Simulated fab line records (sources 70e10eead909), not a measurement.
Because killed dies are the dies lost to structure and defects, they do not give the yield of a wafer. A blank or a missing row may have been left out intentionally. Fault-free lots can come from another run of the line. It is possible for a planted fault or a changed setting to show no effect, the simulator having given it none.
Which tool is to blame? -- flow nandHarc -- 11 lots, 33 wafers sampled, at 5 steps of a route of 1302

== WHAT THE GAUGES READ, wafer by wafer ==
NHARC_END_SORT_01.
lot,measured,on,killedAtArray
L154,day 25 06:15,prober-02,27 30 26
L162,day 27 16:05,prober-01,46 58 662
L172,day 31 06:23,prober-01,52 46 35

== EACH LOT AND THE TOOL THAT RAN IT (in order: tool; ch and the chambers of the sampled wafers; start) ==
lot,NHARC_A_CONTACT_ETCH_75,NHARC_A_CONTACT_ETCH_76,NHARC_A_CONTACT_ETCH_132,NHARC_A_CONTACT_ETCH_97
L154,"rieDiel-07 ch 0,1, day 22 15:59","rieDiel-07 ch 0,3, day 22 18:58 or earlier","harCapEtch-03 ch 0,1, day 22 18:58","rieDiel-07 ch 1,2, day 22 19:59"
L155,"rieDiel-04 ch 0,1,2, day 22 16:11","rieDiel-04 ch 1,2, day 22 19:08 or earlier","harCapEtch-02 ch 0,1, day 22 19:08","rieDiel-07 ch 0,1,3, day 22 20:12"
L158,"rieDiel-13 ch 0,1,2, day 23 09:13","rieDiel-13 ch 0,1,3, day 23 12:36 or earlier","harCapEtch-03 ch 0,1, day 23 12:36","rieDiel-04 ch 0,1,3, day 23 13:52"
L161,"rieDiel-07 ch 1,2, day 24 14:50","rieDiel-07 ch 2,3, day 24 17:43 or earlier","harCapEtch-02 ch 0,1, day 24 17:43","rieDiel-07 ch 0,2, day 24 18:48"
L162,"rieDiel-13 ch 0,2, day 25 04:58","rieDiel-13 ch 0,2,3, day 25 07:55 or earlier","harCapEtch-02 ch 0,1, day 25 07:55","rieDiel-07 ch 0,1,3, day 25 09:01"
L172,"rieDiel-13 ch 0,2,3, day 28 16:34","rieDiel-13 ch 0,1,3, day 28 19:28 or earlier","harCapEtch-02 ch 0,1, day 28 19:28","rieDiel-04 ch 0,1, day 28 20:32"
L171,"rieDiel-07 ch 1,2,3, day 28 19:51","rieDiel-07 ch 0,1,3, day 28 23:12 or earlier","harCapEtch-03 ch 0,1, day 28 23:12","rieDiel-13 ch 0,2,3, day 29 00:30"
L173,"rieDiel-07 ch 0,2,3, day 29 22:29","rieDiel-07 ch 0,1,2, day 30 01:22 or earlier","harCapEtch-03 ch 0,1, day 30 01:22","rieDiel-07 ch 0,1,2, day 30 02:28"
L174,"rieDiel-07 ch 0,3, day 30 05:28","rieDiel-07 ch 0,1,3, day 30 08:22 or earlier","harCapEtch-02 ch 0,1, day 30 08:22","rieDiel-07 ch 0,2,3, day 30 09:29"
L175,"rieDiel-13 ch 0,1,3, day 31 02:53","rieDiel-13 ch 0,2,3, day 31 05:47 or earlier","harCapEtch-01 ch 0,1, day 31 05:47","rieDiel-07 ch 1,2,3, day 31 06:52"
L177,"rieDiel-07 ch 0,1,2, day 31 14:13","rieDiel-07 ch 0,1,2, day 31 17:06 or earlier","harCapEtch-03 ch 0,1, day 31 17:06","rieDiel-07 ch 1,2,3, day 31 18:13"
- NHARC_A_CONTACT_ETCH_75: etches the open film in CF4, target depth 39 nm, time 65 s.
- NHARC_A_CONTACT_ETCH_76: etches the open film in N2/H2, target depth 260 nm, time 475.3 s.
- NHARC_A_CONTACT_ETCH_132: etches the open film in C4F8/O2/Ar, time 197 s, target depth 1924 nm.
- NHARC_A_CONTACT_ETCH_97: etches the open film in C4F6/O2, target depth 20 nm, time 10 s.

== THE ANSWER, worked out from the rows above alone ==
Rule: the usual values come from the lots themselves. The widest of any qualifying gaps counts: lots, ordered by their means at a reading, are off when they make up no more than a third of the lots, leave a main group of 4 or more, and stand apart from it by 3 or more times the standard deviation of that group's means. Not used: any main group whose means are identical at the precision the tables above print for the reading. Also off: a lot with no number at a reading for which 4 or more lots have one. Any other lot the step has rows for is counted as sound.
None of the lots is off at any reading shown; this tells nothing.

== WHAT THE SIMULATOR HAD PUT IN ==
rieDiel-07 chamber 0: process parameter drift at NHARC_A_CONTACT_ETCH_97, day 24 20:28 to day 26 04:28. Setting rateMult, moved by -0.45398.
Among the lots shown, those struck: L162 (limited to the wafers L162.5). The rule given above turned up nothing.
